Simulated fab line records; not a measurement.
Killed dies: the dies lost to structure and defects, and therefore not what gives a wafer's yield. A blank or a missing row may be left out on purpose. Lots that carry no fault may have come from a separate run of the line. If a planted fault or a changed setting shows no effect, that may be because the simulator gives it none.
Comparing a struck lot with a sound one	flow n5-finfet	35 out of 1938 route steps
Sound: wafers L144.1, L144.3, L144.4. Struck: wafer L137.3. At the end, the cause is stated.
Per side, at each step with rows, come the tool, then ch with its chambers, and then its first start. Under that, the readings that differ: sound wafers	struck wafers	difference of the means	sigmas: that difference in standard deviations of wafers without a fault.
alike: a reading whose means differ by less than 2 such deviations, as well as words and numbers matching on both sides. not compared: withheld readings; readings where some wafer has no value; bounds like >300 that might hide an equal value; numbers whose values overlap and for which the record gives no deviation.
Wherever a step has rows on one side only, a row that says differs or no value, or a row with sigmas, the two part there. When numbers do not overlap yet have no deviation, they are printed without sigmas and do not part them. A reading missing from all wafers of one side parts the sides only when that side holds two or more wafers.

first, 9 steps without rows for these wafers: N5_BEOL_M14_COAT_22 (resist thk 300 nm); N5_BEOL_M14_EBR_24; N5_BEOL_M14_SOFTBAKE_23 (time 60 s); N5_BEOL_M14_EXPOSE_25 (exposes mask M14, target cd 280 nm); N5_BEOL_M14_PEB_26 (peb time 90 s); N5_BEOL_M14_DEVELOP_27 (develop time 45 s); N5_BEOL_M14_HARDBAKE_32 (time 120 s); N5_BEOL_M14_DESCUM_33 (chemistry O2, time 7.9 s); N5_BEOL_M14_ETCH_67 (etches SiARC in CF4, target depth 143 nm, time 238.3 s).
N5_BEOL_M14_ETCH_68: etches SOC in N2/H2, time 450 s.
  sound on rie-diel-03 ch 0,2,3, day 17 07:13; struck on rie-diel-01 ch 0, day 14 09:12
  alike: drypump-motor-current-A, oes-product-au, rf-vpp-V, showerhead-plenum-p-Torr, throttle-valve-pct
  not compared: rf-hours-counter-h
then, 24 steps without rows for these wafers: N5_BEOL_M14_STRIP_69 (strips in N2/H2); N5_BEOL_M14_TRENCH_ETCH_34 (etches SiO2 in C4F8/O2/Ar, target depth 556.65 nm, time 126.9 s); N5_BEOL_M14_STRIP_70 (strips in C4F8/O2/Ar); N5_BEOL_M14_STRIP_37 (strips in O2); N5_BEOL_M14_ETCH_38 (etches SiCN in CF4/N2, target depth 106.5 nm, time 120.6 s); N5_BEOL_M14_PRECLEAN_39 (cleans in residue remover, time 60 s); N5_BEOL_M14_SRD_40 (time 30 s, dry time 30 s); N5_BEOL_M14_DEGAS_41 (time 60 s); N5_BEOL_M14_PRE_CLEAN_42 (time 30 s); N5_BEOL_M14_SPUTTER_43 (material TaN, target thk 15 nm, time 24.19 s); N5_BEOL_M14_SPUTTER_44 (material Ta, target thk 15 nm, time 24.19 s); N5_BEOL_M14_SPUTTER_45 (material Cu, target thk 100 nm, time 16.67 s); N5_BEOL_M14_ECD_47 (material Cu, target thk 1248 nm); N5_BEOL_M14_ANNEAL_48 (time 90 s); N5_BEOL_M14_CMP_49 (polishes, stops on SiO2, t overpolish 5.2 s, target thk 560 nm); N5_BEOL_M14_PRE_CLEAN_52 (time 15 s); N5_BEOL_M14_DEP_53 (deposits SiCN from 3MS/NH3, target thk 50 nm, time 17.8 s); N5_BEOL_M15_ILD_DEP_00 (deposits SiO2 from TEOS/O2, target thk 1629.3 nm, time 346.1 s); N5_BEOL_M15_COAT_58 (time 60 s, resist thk 89 nm); N5_BEOL_M15_COAT_04 (resist thk 800 nm); N5_BEOL_M15_EBR_06; N5_BEOL_M15_SOFTBAKE_05 (time 60 s); N5_BEOL_M15_EXPOSE_07 (exposes mask V14); N5_BEOL_M15_PEB_08 (peb time 90 s).
N5_PASSIVATION_PROBE_49:
  the record has rows for the struck wafers here (prober-02, day 15 09:13) and none for the sound ones

WHERE THEY PART
At N5_PASSIVATION_PROBE_49 and nowhere else, as far as this record goes.

WHY: what had been put in by the simulator
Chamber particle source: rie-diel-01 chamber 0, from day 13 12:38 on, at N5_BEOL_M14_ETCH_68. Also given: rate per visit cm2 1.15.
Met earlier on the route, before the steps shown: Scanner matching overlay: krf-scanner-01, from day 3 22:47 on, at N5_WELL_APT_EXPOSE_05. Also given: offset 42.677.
